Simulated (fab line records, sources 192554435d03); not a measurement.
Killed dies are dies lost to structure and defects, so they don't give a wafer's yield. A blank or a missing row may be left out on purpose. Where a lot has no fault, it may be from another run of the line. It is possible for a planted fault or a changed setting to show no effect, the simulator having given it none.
Split-lot trial :: flow n5 finfet :: 7 lots, 21 wafers read, on a route of 1938 steps

## THE SPLIT ITSELF
At N5_BEOL_M14_DEP_53 (deposits SiCN from 3MS/NH3, target thk 50 nm, time 17.8 s), the setting time s was moved away from the recipe's 17.8 s on 8 of the 21 wafers read, by -13.1% to +12.3%. All remaining wafers had this setting at the recipe value.

The reading is taken at the split's own step.

## THE READING
SiCN_of_BEOL_M14_DEP_53.thk nm (the simulator's own value, which no gauge read), in nm, at N5_BEOL_M14_DEP_53 (deposits SiCN from 3MS/NH3, target thk 50 nm, time 17.8 s). The file gives no usual value for it. The 13 wafers here that ran the recipe average 50.3 nm, standard deviation 0.57 nm.

wafer: L074.2
tool, chamber at the split: pecvd-01, 0
time s as run, s: 19.99
against the recipe: +12.3%
SiCN_of_BEOL_M14_DEP_53.thk nm, nm: 55.6
against lot-mates on the recipe: +5.8

wafer: L074.3
tool, chamber at the split: pecvd-01, 1
time s as run, s: 17.8
against the recipe: recipe
SiCN_of_BEOL_M14_DEP_53.thk nm, nm: 49.8
against lot-mates on the recipe: -

wafer: L074.4
tool, chamber at the split: pecvd-01, 0
time s as run, s: 19.99
against the recipe: +12.3%
SiCN_of_BEOL_M14_DEP_53.thk nm, nm: 56.4
against lot-mates on the recipe: +6.6

wafer: L075.4
tool, chamber at the split: pecvd-03, 1
time s as run, s: 17.8
against the recipe: recipe
SiCN_of_BEOL_M14_DEP_53.thk nm, nm: 51
against lot-mates on the recipe: -

wafer: L075.5
tool, chamber at the split: pecvd-03, 2
time s as run, s: 17.8
against the recipe: recipe
SiCN_of_BEOL_M14_DEP_53.thk nm, nm: 51.2
against lot-mates on the recipe: -

wafer: L075.6
tool, chamber at the split: pecvd-03, 0
time s as run, s: 15.56
against the recipe: -12.6%
SiCN_of_BEOL_M14_DEP_53.thk nm, nm: 44.2
against lot-mates on the recipe: -6.9

wafer: L078.1
tool, chamber at the split: pecvd-01, 0
time s as run, s: 17.8
against the recipe: recipe
SiCN_of_BEOL_M14_DEP_53.thk nm, nm: 50.8
against lot-mates on the recipe: -

wafer: L078.2
tool, chamber at the split: pecvd-01, 2
time s as run, s: 17.8
against the recipe: recipe
SiCN_of_BEOL_M14_DEP_53.thk nm, nm: 49.4
against lot-mates on the recipe: -

wafer: L078.5
tool, chamber at the split: pecvd-01, 2
time s as run, s: 17.8
against the recipe: recipe
SiCN_of_BEOL_M14_DEP_53.thk nm, nm: 50.6
against lot-mates on the recipe: -

wafer: L080.2
tool, chamber at the split: pecvd-01, 0,1
time s as run, s: 17.8
against the recipe: recipe
SiCN_of_BEOL_M14_DEP_53.thk nm, nm: 50.2
against lot-mates on the recipe: -

wafer: L080.6
tool, chamber at the split: pecvd-01, 0,1
time s as run, s: 17.8
against the recipe: recipe
SiCN_of_BEOL_M14_DEP_53.thk nm, nm: 50.2
against lot-mates on the recipe: -

wafer: L080.5
tool, chamber at the split: pecvd-01, 0
time s as run, s: 16.89
against the recipe: -5.1%
SiCN_of_BEOL_M14_DEP_53.thk nm, nm: 48.2
against lot-mates on the recipe: -2.0

wafer: L086.2
tool, chamber at the split: pecvd-03, 0
time s as run, s: 17.8
against the recipe: recipe
SiCN_of_BEOL_M14_DEP_53.thk nm, nm: 49.6
against lot-mates on the recipe: -

wafer: L086.3
tool, chamber at the split: pecvd-03, 2
time s as run, s: 17.8
against the recipe: recipe
SiCN_of_BEOL_M14_DEP_53.thk nm, nm: 49.8
against lot-mates on the recipe: -

wafer: L086.5
tool, chamber at the split: pecvd-03, 2
time s as run, s: 17.8
against the recipe: recipe
SiCN_of_BEOL_M14_DEP_53.thk nm, nm: 50.8
against lot-mates on the recipe: -

wafer: L092.1
tool, chamber at the split: pecvd-02, 0
time s as run, s: 16.55
against the recipe: -7.0%
SiCN_of_BEOL_M14_DEP_53.thk nm, nm: 47.4
against lot-mates on the recipe: -3.4

wafer: L092.5
tool, chamber at the split: pecvd-02, 1
time s as run, s: 17.8
against the recipe: recipe
SiCN_of_BEOL_M14_DEP_53.thk nm, nm: 50.8
against lot-mates on the recipe: -

wafer: L092.6
tool, chamber at the split: pecvd-02, 0
time s as run, s: 16.55
against the recipe: -7.0%
SiCN_of_BEOL_M14_DEP_53.thk nm, nm: 48
against lot-mates on the recipe: -2.8

wafer: L093.1
tool, chamber at the split: pecvd-03, 1
time s as run, s: 17.8
against the recipe: recipe
SiCN_of_BEOL_M14_DEP_53.thk nm, nm: 49.8
against lot-mates on the recipe: -

wafer: L093.2
tool, chamber at the split: pecvd-03, 2
time s as run, s: 15.47
against the recipe: -13.1%
SiCN_of_BEOL_M14_DEP_53.thk nm, nm: 43.2
against lot-mates on the recipe: -6.6

wafer: L093.6
tool, chamber at the split: pecvd-03, 0
time s as run, s: 15.47
against the recipe: -13.1%
SiCN_of_BEOL_M14_DEP_53.thk nm, nm: 43.4
against lot-mates on the recipe: -6.4
When a row names more than one chamber, that row covers several wafers, and the file does not tell which wafer ran in which chamber.

THE FIT
A straight line over all 21 wafers: SiCN_of_BEOL_M14_DEP_53.thk nm changes by +0.482 nm for each +1% of time s; r = +0.98; the points scatter about the line by 0.61 nm.
The same after taking each lot's own level away (the mean of its wafers on the recipe; 21 wafers): +0.501 nm for each +1%; r = +0.99; scatter 0.43 nm.
The reading moves by 6.6 nm for the largest change in time s, on that fit.
The lots' own levels span 49.80 to 51.10 nm, that is 2.3 times the standard deviation above.
The two slopes agree, so the slope changes little with the lot-to-lot level.
Check: -6.48 nm against its lot-mates is what the line predicts for one of the wafers moved furthest among these (-13.1%) when that wafer is left out of the fit. Against them it came out at -6.6 nm.

## ADDITIONAL SPLITS CARRIED BY THESE WAFERS
Before the reading, these wafers also passed through other splits. Each is held against what the fit with the lots' levels taken away leaves over:
other split on the same wafers: N5_BEOL_M14_TRENCH_ETCH_34 time s
wafers away from the commonest value: 6
r with SiCN_of_BEOL_M14_DEP_53.thk nm (lot level and that fit taken away): -0.08

## FILE'S OWN FIT
SiCN_of_BEOL_M14_DEP_53.thk nm changes by +0.503 nm for each +1% of time s, r = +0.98.
